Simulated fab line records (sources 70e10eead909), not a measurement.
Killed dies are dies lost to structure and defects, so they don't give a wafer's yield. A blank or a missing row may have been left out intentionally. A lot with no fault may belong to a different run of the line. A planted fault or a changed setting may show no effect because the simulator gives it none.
Which tool did it? -- flow nand_harc -- Sampling: 14 lots, 42 wafers, 4 of 1302 route steps

== WHAT EACH GAUGE READ, for each wafer ==
The record lacks any reading of a measuring or inspecting step that a usual standard deviation could be used to judge.

== EACH LOT AND THE TOOL THAT RAN IT (in order: tool; ch and the chambers of the sampled wafers; start) ==
lot,NHARC_A_STAIRCASE_ETCH_169,NHARC_A_STAIRCASE_TRIM_14,NHARC_A_STAIRCASE_ETCH_17,NHARC_A_STAIRCASE_TRIM_26
L824,"rie_diel-02 ch 1,2,3, day 15 16:04","rie_diel-13 ch 0,1,3, day 15 18:46 or earlier","rie_diel-13 ch 0,2,3, day 15 18:46","rie_diel-13 ch 0,1,2, no start"
L825,"rie_diel-03 ch 1,2,3, day 15 16:15","rie_diel-03 ch 0,1,3, day 15 18:54 or earlier","rie_diel-03 ch 1,2,3, day 15 18:54","rie_diel-03 ch 0,1,2, no start"
L826,"rie_diel-02 ch 1,2,3, day 16 15:48","rie_diel-13 ch 0,1,3, day 16 18:19 or earlier","rie_diel-13 ch 0,1,3, day 16 18:19","rie_diel-03 ch 1,2,3, no start"
L827,"rie_diel-02 ch 0,2,3, day 17 06:34","rie_diel-13 ch 0,2,3, day 17 09:01 or earlier","rie_diel-13 ch 0,1,2, day 17 09:01","rie_diel-13 ch 1,2,3, no start"
L828,"rie_diel-13 ch 1,2,3, day 17 06:44","rie_diel-03 ch 0,1,3, day 17 09:17 or earlier","rie_diel-03 ch 0,2,3, day 17 09:17","rie_diel-13 ch 0,1,2, day 17 10:59"
L833,"rie_diel-03 ch 0,3, day 18 23:33","rie_diel-03 ch 0,1, day 19 02:25 or earlier","rie_diel-03 ch 0,3, day 19 02:25","rie_diel-03 ch 0,1,2, no start"
L835,"rie_diel-02 ch 0,1,3, day 19 21:52","rie_diel-13 ch 1,2,3, day 20 00:21 or earlier","rie_diel-13 ch 0,1, day 20 00:21","rie_diel-02 ch 0,3, no start"
L836,"rie_diel-13 ch 2,3, day 20 15:47","rie_diel-03 ch 1,2,3, day 20 18:20 or earlier","rie_diel-03 ch 0,1,2, day 20 18:20","rie_diel-03 ch 0,2,3, no start"
L839,"rie_diel-13 ch 1,2,3, day 21 14:54","rie_diel-02 ch 2,3, day 21 17:12 or earlier","rie_diel-02 ch 1,2, day 21 17:12","rie_diel-02 ch 0,1, no start"
L840,"rie_diel-03 ch 1,2,3, day 22 20:21","rie_diel-03 ch 0,1,2, day 22 22:53 or earlier","rie_diel-03 ch 0,2,3, day 22 22:53","rie_diel-03 ch 0,1,2, no start"
L843,"rie_diel-13 ch 0,1,2, day 23 06:19","rie_diel-03 ch 0,2,3, day 23 08:38 or earlier","rie_diel-03 ch 0,2,3, day 23 08:38","rie_diel-03 ch 0,1,2, no start"
L842,"rie_diel-13 ch 1,2,3, day 23 06:36","rie_diel-02 ch 0,1,3, day 23 09:01 or earlier","rie_diel-02 ch 2,3, day 23 09:01","rie_diel-02 ch 0,1,2, no start"
L844,"rie_diel-03 ch 0,2,3, day 24 03:05","rie_diel-03 ch 0,1,3, day 24 06:00 or earlier","rie_diel-03 ch 0,2,3, day 24 06:00","rie_diel-02 ch 0,2,3, no start"
L847,"rie_diel-02 ch 0,1,2, day 25 10:56","rie_diel-03 ch 0,1,2, day 25 13:23 or earlier","rie_diel-03 ch 1,2,3, day 25 13:23","rie_diel-02 ch 0,1,2, no start"
- NHARC_A_STAIRCASE_ETCH_169: etches the open film in CH3F/O2, target depth 50 nm, time 107.1 s.
- NHARC_A_STAIRCASE_TRIM_14: chemistry O2, time 211.2 s.
- NHARC_A_STAIRCASE_ETCH_17: etches the open film in C4F8/O2, target depth 100 nm, time 40.5 s.
- NHARC_A_STAIRCASE_TRIM_26: chemistry O2, time 211.2 s.

== AS READ BY THE TOOLS THEMSELVES (means over the sampled wafers that have a number; for cases with no such wafer, the mark the record gives instead) ==
NHARC_A_STAIRCASE_ETCH_169. Usual: drypump_motor_current_A 5.9 A, standard deviation 0.32; oes_product_au 0.962 a.u., standard deviation 0.017; rf_vpp_V 244.0 V, standard deviation 1.6; run_length_s 128.3 s, standard deviation 0.4; showerhead_plenum_p_Torr 2.44 Torr, standard deviation 0.11; throttle_valve_pct 20.663 %, standard deviation 0.0086.
lot,tool,drypump_motor_current_A (A),oes_product_au (a.u.),rf_vpp_V (V),run_length_s (s),showerhead_plenum_p_Torr (Torr),throttle_valve_pct (%),flag
L824,rie_diel-02,5.8,0.964,243.8,128.3,2.44,20.655,
L825,rie_diel-03,5.9,0.969,244.3,128.2,2.48,20.661,
L826,rie_diel-02,5.8,0.957,244.0,128.4,2.44,20.663,
L827,rie_diel-02,5.6,0.962,243.0,128.1,2.35,20.666,
L828,rie_diel-13,6.1,0.976,243.9,128.0,2.44,20.668,
L833,rie_diel-03,5.9,0.940,243.6,128.3,2.46,20.655,
L835,rie_diel-02,5.8,0.931,244.3,128.1,2.44,20.658,
L836,rie_diel-13,6.4,0.969,243.6,128.2,2.43,20.664,
L839,rie_diel-13,6.1,0.964,244.1,128.2,2.42,20.656,
L840,rie_diel-03,5.9,0.986,246.6,128.1,2.59,20.666,
L843,rie_diel-13,5.7,0.978,242.9,128.2,2.39,20.670,
L842,rie_diel-13,6.2,0.977,243.8,128.3,2.42,20.666,
L844,rie_diel-03,5.9,0.977,244.5,128.5,2.53,20.660,
L847,rie_diel-02,5.8,0.965,242.7,128.2,2.41,20.670,

NHARC_A_STAIRCASE_TRIM_14. Usual: drypump_motor_current_A 5.90 A, standard deviation 0.26; oes_product_au 1.002 a.u., standard deviation 0.013; rf_vpp_V 57.8 V, standard deviation 0.86; showerhead_plenum_p_Torr 3.52 Torr, standard deviation 0.16; throttle_valve_pct 17.036 %, standard deviation 0.0093.
lot,tool,drypump_motor_current_A (A),oes_product_au (a.u.),rf_vpp_V (V),showerhead_plenum_p_Torr (Torr),throttle_valve_pct (%),flag
L824,rie_diel-13,5.87,1.010,57.7,3.52,17.045,
L825,rie_diel-03,5.91,0.994,57.5,3.63,17.023,
L826,rie_diel-13,5.86,1.003,56.7,3.52,17.032,
L827,rie_diel-13,6.06,1.009,56.7,3.47,17.039,
L828,rie_diel-03,5.90,1.002,57.0,3.62,17.035,
L833,rie_diel-03,5.97,0.991,57.8,3.64,17.042,
L835,rie_diel-13,6.16,1.007,57.6,3.48,17.032,
L836,rie_diel-03,5.93,0.988,58.7,3.53,17.038,
L839,rie_diel-02,5.67,1.011,57.9,3.37,17.034,
L840,rie_diel-03,6.00,1.012,58.3,3.67,17.046,
L843,rie_diel-03,5.97,1.015,57.9,3.63,17.037,
L842,rie_diel-02,5.81,1.005,58.3,3.49,17.041,
L844,rie_diel-03,5.91,1.018,58.0,3.59,17.049,
L847,rie_diel-03,6.02,1.012,58.5,3.65,17.031,

NHARC_A_STAIRCASE_ETCH_17. Usual: oes_product_au 0.945 a.u., standard deviation 0.013; rf_vpp_V 896 V, standard deviation 5.9; run_length_s 61.7 s, standard deviation 0.39.
lot,tool,oes_product_au (a.u.),rf_vpp_V (V),run_length_s (s),flag
L824,rie_diel-13,0.935,894,62.2,
L825,rie_diel-03,0.950,898,61.5,
L826,rie_diel-13,0.948,895,61.8,
L827,rie_diel-13,0.949,894,61.6,
L828,rie_diel-03,0.960,893,61.6,
L833,rie_diel-03,0.935,898,65.9,OFF
L835,rie_diel-13,0.941,896,61.6,
L836,rie_diel-03,0.945,894,66.3,OFF
L839,rie_diel-02,0.944,898,61.8,
L840,rie_diel-03,0.952,899,61.6,
L843,rie_diel-03,0.957,899,61.6,
L842,rie_diel-02,0.956,890,61.9,
L844,rie_diel-03,0.957,900,61.7,
L847,rie_diel-03,0.959,902,61.5,

NHARC_A_STAIRCASE_TRIM_26. Usual: drypump_motor_current_A 5.9 A, standard deviation 0.3; oes_product_au 1.002 a.u., standard deviation 0.012; rf_vpp_V 57.8 V, standard deviation 1; showerhead_plenum_p_Torr 3.51 Torr, standard deviation 0.16; throttle_valve_pct 17.036 %, standard deviation 0.0095.
lot,tool,drypump_motor_current_A (A),oes_product_au (a.u.),rf_vpp_V (V),showerhead_plenum_p_Torr (Torr),throttle_valve_pct (%),flag
L824,rie_diel-13,5.8,1.008,58.2,3.46,17.034,
L825,rie_diel-03,6.0,0.991,57.8,3.51,17.028,
L826,rie_diel-03,5.9,1.001,57.8,3.55,17.032,
L827,rie_diel-13,6.1,1.011,57.5,3.50,17.045,
L828,rie_diel-13,5.8,1.006,58.1,3.45,17.045,
L833,rie_diel-03,6.0,0.990,57.6,3.50,17.044,
L835,rie_diel-02,5.7,1.003,57.9,3.38,17.043,
L836,rie_diel-03,6.0,0.992,57.5,3.46,17.037,
L839,rie_diel-02,5.8,1.003,57.8,3.48,17.035,
L840,rie_diel-03,6.0,1.009,58.1,3.67,17.032,
L843,rie_diel-03,6.0,1.012,58.0,3.66,17.027,
L842,rie_diel-02,5.8,0.995,57.8,3.46,17.033,
L844,rie_diel-02,5.7,1.002,57.8,3.35,17.034,
L847,rie_diel-02,5.8,0.987,57.8,3.45,17.035,

== THE ANSWER, worked out from the rows above alone ==
Rule: a lot is off if the mean of its wafers that have a number lies more than 3 standard deviations from the usual mean. Also off: a lot with no number at a reading for which 4 or more lots have one. The other lots that the step has rows for count as sound. Order of review: gauges by route order, followed by the tools' own readings, for which a lot's mean as printed above is used. At the first step where some lot is off, the reading lying furthest off is the one used; lots without a number count as furthest.
Off: L833, L836 (NHARC_A_STAIRCASE_ETCH_17, run_length_s).
If a tool, at that step or one of the process steps before it, ran each lot that is off and ran no sound lot following the first of them, it fits. NHARC_A_STAIRCASE_TRIM_14 gives no start for some lots, so the hours and the order of its lots are those of NHARC_A_STAIRCASE_ETCH_17. No candidate that was tried fits.

== WHAT WAS PUT IN BY THE SIMULATOR ==
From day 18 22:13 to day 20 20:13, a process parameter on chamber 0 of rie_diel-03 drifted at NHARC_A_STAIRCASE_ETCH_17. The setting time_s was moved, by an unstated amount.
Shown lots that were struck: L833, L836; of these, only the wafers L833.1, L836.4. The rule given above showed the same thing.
